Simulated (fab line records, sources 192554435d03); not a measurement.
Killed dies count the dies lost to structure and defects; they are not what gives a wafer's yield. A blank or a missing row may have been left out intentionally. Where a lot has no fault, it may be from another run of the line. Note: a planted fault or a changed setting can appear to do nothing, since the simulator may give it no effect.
The tool behind it: which one? ; flow n5Finfet ; 12 lots, 35 wafers sampled, at 2 steps of a route of 1938

== WHAT THE GAUGES READ, wafer by wafer ==
N5_PASSIVATION_CD_MEAS_30 targets a cd of 4000 nm. Usual: cdNm at 3999.4 nm, with a standard deviation of 2.6.
lot;measured;on;cdNm (nm);flag
L821;day 11 15:56;cdSem-02;3999.4 3999.7 3998.2;
L822;day 11 23:05;cdSem-02;4000.4 4000.9 3997.6;
L823;day 12 13:35;cdSem-01;3999.9 3998.1 4002.3;
L824;day 11 23:14;cdSem-02;3993.2 3996.3 3998.1;
L825;day 12 12:49;cdSem-01;4003.0 4002.8 4003.0;
L826;day 13 01:12;cdSem-03;3996.3 4001.3;
L827;day 12 22:14;cdSem-02;3999.1 4001.0 3999.9;
L828;day 13 20:16;cdSem-01;3996.6 3998.4 3999.0;
L831;day 14 03:28;cdSem-01;4001.6 4002.2 3997.7;
L833;day 14 10:24;cdSem-01;3996.9 4000.4 4003.0;
L834;day 15 03:26;cdSem-01;4002.4 4001.4 4001.7;
L835;day 15 14:37;cdSem-03;4004.1 3998.6 4000.8;

== EACH LOT AND THE TOOL THAT RAN IT (in order: tool; ch and the chambers of the sampled wafers; start) ==
lot;N5_DUMMY_REMOVAL_PRECLEAN_08
L821;remotePlasma-02 ch 1, day 3 23:16
L822;remotePlasma-01 ch 0, day 4 02:56
L823;remotePlasma-02 ch 1, day 4 13:15
L824;remotePlasma-01 ch 1, day 4 14:11
L825;remotePlasma-01 ch 1, day 4 23:17
L826;remotePlasma-01 ch 0, day 5 02:39
L827;remotePlasma-01 ch 0, day 5 08:20
L828;remotePlasma-02 ch 1, day 5 16:17
L831;remotePlasma-02 ch 1, day 6 13:38
L833;remotePlasma-02 ch 0, day 7 01:41
L834;remotePlasma-02 ch 1, day 7 05:47
L835;remotePlasma-01 ch 0, day 7 08:35
- N5_DUMMY_REMOVAL_PRECLEAN_08: cleans in NF3:NH3, afs cycles 2, time 20 s, sublimation time 60 s.

== WHAT THE TOOLS THEMSELVES READ (means of the sampled wafers that have a number; where no wafer has one, the mark that the record gives instead) ==
The record holds no such reading with a usual standard deviation.

== THE ANSWER, worked out from the rows above alone ==
Rule: lot off if the mean of its wafers having a number is beyond 3 standard deviations from the usual mean. Also off: a lot with no number at a reading for which 4 or more lots have one. Where the step has rows for the other lots, those lots are counted as sound. Order of review: gauges by route order, followed by the tools' own readings, for which a lot's mean as printed above is used. The first step at which some lot is off is used, and at that step the reading that is off furthest; a lot without a number counts as furthest.
No lot is off on any of the readings shown, so nothing can be concluded from this.

== WHAT THE SIMULATOR HAD PUT IN ==
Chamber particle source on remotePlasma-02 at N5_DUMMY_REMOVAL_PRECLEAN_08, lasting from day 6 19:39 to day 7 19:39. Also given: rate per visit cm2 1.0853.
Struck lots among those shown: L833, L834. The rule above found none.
